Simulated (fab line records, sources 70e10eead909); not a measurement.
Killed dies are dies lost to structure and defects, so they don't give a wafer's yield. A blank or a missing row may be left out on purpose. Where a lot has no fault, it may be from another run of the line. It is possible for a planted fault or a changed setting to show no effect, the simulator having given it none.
Check of tool commonality -- flow nand harc -- 39 wafers sampled across 13 lots

WHY IT WAS OPENED
Flagged at NHARC_A_ONON_D1_THK_MEAS_30: reading thk nm, on 3 of 13 lots. Wafers without a fault read 1003 nm, standard deviation 11.
Rule: a lot is flagged when every wafer of it that has a number lies more than 4 standard deviations from that mean, or none has a number. The rest of the lots are taken to be sound.

lot,measured,on,"thk nm (nm), wafer by wafer",flag
L433,day 9 04:45,film metro-02,1005 1004 1004,
L434,day 9 10:55,film metro-02,1010 1007 1009,
L436,day 10 11:09,film metro-01,1002 1001 1002,
L438,day 11 05:29,film metro-02,1005 1004 1004,
L441,day 12 07:13,film metro-02,1012 1012 1012,
L442,day 13 04:08,film metro-02,1027 1027 1025,
L443,day 13 07:57,film metro-02,640 642 642,FLAGGED
L445,day 14 06:20,film metro-02,632 632 630,FLAGGED
L447,day 14 18:38,film metro-01,636 637 637,FLAGGED
L451,day 16 18:11,film metro-01,1002 1001 1001,
L452,day 17 01:14,film metro-01,1000 1000 1000,
L453,day 17 06:19,film metro-02,990 990 992,
L454,day 17 15:38,film metro-01,1009 1008 1009,
Average over the flagged lots: 636 nm; offset from the usual -367 nm, equal to -33 standard deviations.

WHICH TOOL EACH LOT WENT THROUGH
The record keeps 1 process step preceding the reading, out of 1302 steps on the route. Each cell gives the tool, then ch followed by the chambers the sampled wafers passed through, then the start.
lot,flag,NHARC_A_ONON_D1_DEP_28
L433,,"pecvd onon-01 ch 0, day 9 04:14"
L434,,"pecvd onon-02 ch 0, day 9 10:25"
L436,,"pecvd onon-03 ch 0, day 10 10:46"
L438,,"pecvd onon-03 ch 0, day 11 05:02"
L441,,"pecvd onon-03 ch 0, day 12 06:42"
L442,,"pecvd onon-02 ch 0, day 13 03:38"
L443,FLAGGED,"pecvd onon-02 ch 0, day 13 07:26"
L445,FLAGGED,"pecvd onon-02 ch 0, day 14 05:50"
L447,FLAGGED,"pecvd onon-02 ch 0, day 14 18:08"
L451,,"pecvd onon-01 ch 0, day 16 17:40"
L452,,"pecvd onon-03 ch 0, day 17 00:44"
L453,,"pecvd onon-02 ch 0, day 17 05:49"
L454,,"pecvd onon-01 ch 0, day 17 15:07"
What is done by these steps:
- NHARC_A_ONON_D1_DEP_28: target thk 1000 nm.
- NHARC_A_ONON_D1_THK_MEAS_30: measures by ellipsometry.

FLAGGED AGAINST TOTAL, ONE TOOL AT A TIME (gauges that did the reading follow at the end)
step,tool,lots run,flagged,share of the flagged lots,sound lots run after its first flagged lot
NHARC_A_ONON_D1_DEP_28,pecvd onon-01,3,0,none,-
NHARC_A_ONON_D1_DEP_28,pecvd onon-02,6,3,all,1 (L453)
NHARC_A_ONON_D1_DEP_28,pecvd onon-03,4,0,none,-
NHARC_A_ONON_D1_THK_MEAS_30,film metro-01,5,1,some,"3 (L451,L452,L454)"
NHARC_A_ONON_D1_THK_MEAS_30,film metro-02,8,2,some,1 (L453)

THE TABLE: WHAT IT ALLOWS
In the table, 1 row covers all flagged lots: pecvd onon-02 at NHARC_A_ONON_D1_DEP_28.
- pecvd onon-02 at NHARC_A_ONON_D1_DEP_28: 3 of its 6 lots flagged. Sound lots ran on it after the first flagged one (L453), which a lasting fault on the whole tool wouldn't allow.
Not one row of the table ran every flagged lot while running no sound lot after the first.

WHAT WAS PUT IN BY THE SIMULATOR
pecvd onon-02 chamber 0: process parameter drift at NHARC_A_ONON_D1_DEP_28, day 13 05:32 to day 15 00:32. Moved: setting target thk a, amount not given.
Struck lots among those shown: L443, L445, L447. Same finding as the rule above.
